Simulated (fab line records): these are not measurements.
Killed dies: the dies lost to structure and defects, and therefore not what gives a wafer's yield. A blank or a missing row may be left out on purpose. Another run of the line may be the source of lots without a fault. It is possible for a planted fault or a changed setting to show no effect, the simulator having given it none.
Chamber matching	flow n5_finfet	N5_SD_EPI_N_ETCH_16 on rie_diel-04: 4 sister chambers
The step etches SiO2 in CHF3/O2, target depth 5 nm. 8 wafers are shown with their chamber, then 11 later ones without.

EACH WAFER AND ITS CHAMBER
wafer	chamber	rf_vpp_V (V)	drypump_motor_current_A (A)
L079.4	2	544	4.9
L084.2	0	529	5.7
L084.4	2	542	4.9
L084.5	3	498	6.5
L085.1	3	497	6.5
L085.2	0	528	5.8
L085.3	1	546	6.4
L087.2	1	547	6.4

WAFERS WITH NO CHAMBER GIVEN
wafer	rf_vpp_V (V)	drypump_motor_current_A (A)
L087.3	497	6.5
L087.5	543	4.9
L094.2	541	4.9
L094.3	497	6.5
L094.4	529	5.7
L095.2	541	4.9
L095.3	497	6.6
L095.5	543	4.9
L096.2	529	5.7
L096.3	548	6.3
L096.4	541	4.9

CHAMBER TAKEN BY EACH
wafer	from the rows above	in truth
L087.3	3	3
L087.5	2	2
L094.2	2	2
L094.3	3	3
L094.4	0	0
L095.2	2	2
L095.3	3	3
L095.5	2	2
L096.2	0	0
L096.3	1	1
L096.4	2	2
Placed correctly: 11 of 11. Can't be placed from these rows: 0. Placed wrongly: 0.
How it was worked out, from the rows above alone: a wafer's distance from a chamber is the root of the sum, over the readings, of the square of ((its reading less the chamber's mean) divided by the reading's scatter). The wafer belongs to the nearest chamber; if the next one is less than 2 further off, it can't be placed. The mean given for a chamber averages the wafers shown for that chamber. The scatter: the root of (the sum of the squares of (reading less its chamber's mean) over the shown wafers, divided by (wafers less chambers)).
